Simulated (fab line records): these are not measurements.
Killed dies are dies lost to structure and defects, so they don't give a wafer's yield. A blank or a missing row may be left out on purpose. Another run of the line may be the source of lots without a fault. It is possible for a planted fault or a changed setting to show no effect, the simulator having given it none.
Comparing a struck lot with a sound one    flow nand harc    15 out of 1159 route steps
Sound: wafers L540.1, L540.3, L540.5. Wafers struck: L528.1, L528.4, L528.6. The cause is given at the end.
Per side, at each step with rows, come the tool, then ch with its chambers, and then its first start. Under that, the readings that differ: sound wafers    struck wafers    difference of the means    sigmas: that difference in standard deviations of wafers without a fault.
alike: readings with means less than 2 such deviations apart, plus words and numbers identical on both sides. not compared: withheld readings, readings lacking a value on some wafer, bounds such as >300 that could conceal the same value, and numbers that have no deviation in the record and whose values overlap.
Wherever a step has rows on one side only, a row that says differs or no value, or a row with sigmas, the two part there. Non-overlapping numbers with no deviation appear without sigmas and do not part them. A reading missing from all wafers of one side parts the sides only when that side holds two or more wafers.

first, 8 steps without rows for these wafers: NHARC_A_M0_HMDS_02 (time 30 s); NHARC_A_M0_COAT_33 (time 65 s); NHARC_A_M0_COAT_03 (resist thk 90 nm); NHARC_A_M0_SOFTBAKE_04 (time 55 s); NHARC_A_M0_EBR_05; NHARC_A_M0_EXPOSE_06 (exposes mask A M0, target cd 80 nm); NHARC_A_M0_PEB_07 (peb time 65 s); NHARC_A_M0_DEVELOP_08 (develop time 35 s).
NHARC_A_M0_CD_MEAS_09: the cd target is 80 nm.
  sound on cd sem-01 ch 0, day 23 02:16; struck on cd sem-03 ch 0, day 20 02:36
  alike: cd nm
NHARC_A_M0_OVL_MEAS_10: pitch 160 nm.
  sound: overlay-01 at day 23 02:21; struck: overlay-01 at day 20 02:41
  alike: overlay x nm, overlay y nm
NHARC_A_M0_INSPECT_11:
  sound: defect inspect-02 at day 23 02:23; struck: defect inspect-02 at day 20 02:43
  alike: raw defect count
NHARC_A_M0_DESCUM_14: chemistry O2, time 3 s.
  sound on rie diel-04 ch 0,1,2, day 23 02:28; struck on rie diel-04 ch 0,1,3, day 20 02:48
  alike: drypump motor current A, oes product au, rf vpp V, showerhead plenum p Torr, throttle valve pct
  not compared: rf hours counter h
NHARC_A_M0_ETCH_34: etches the open film in N2/H2, target depth 40 nm, overetch 12 nm, time 43.94 s.
  sound on rie diel-04 ch 0,1,2, day 23 02:32; struck on rie diel-04 ch 0,1,3, day 20 02:53
  no value came back on the struck wafers for any of 7 readings (bias w (W), chamber pressure mTorr (mTorr) and others); on the sound wafers bias w (W) reads 149.7 150.7 149.9
  not compared: rf hours counter h
NHARC_A_M0_ETCH_15: etches the open film in C4F8/Ar, target depth 150 nm, overetch 15 nm, time 82.5 s.
  sound on rie diel-04 ch 0,1,2; struck on rie diel-04 ch 0,2, day 20 02:58
reading                sound              struck             difference  sigmas
oes product au (a.u.)  0.969 0.956 0.982  0.913 0.907 0.930  -0.052      -2
  alike: bias w, chamber pressure mTorr, rf vpp V
  not compared: rf hours counter h
NHARC_END_SORT_01:
  sound on prober-02 ch 0, day 24 17:19; struck on prober-01 ch 0, day 21 20:38
reading                   sound           struck          difference  sigmas
defect limited yield (%)  95.3 96.3 96.2  0 0 0           -96         -74
killed at array           28 23 20        673 672 677     +650        +81
killed dies               32 25 26        677 677 677     +649        +74
sort_bin_2_pct (%)        1.3 1.3 1.3     97.5 97.8 98.2  +96.5       +99 or more
sort n pass               645 652 651     0 0 0           -649        -74
sort rim yield pct (%)    94.3 99.1 95.3  0 0 0           -96         -36
sort yield pct (%)        95.3 96.3 96.2  0 0 0           -96         -74
  alike: killed at other, killed at periphery, killed open, killed short, sort_bin_3_pct, sort_bin_4_pct

== WHERE THEY PART ==
First at NHARC_A_M0_ETCH_34; last, within this record, at NHARC_END_SORT_01.

WHY: the cause the simulator had injected
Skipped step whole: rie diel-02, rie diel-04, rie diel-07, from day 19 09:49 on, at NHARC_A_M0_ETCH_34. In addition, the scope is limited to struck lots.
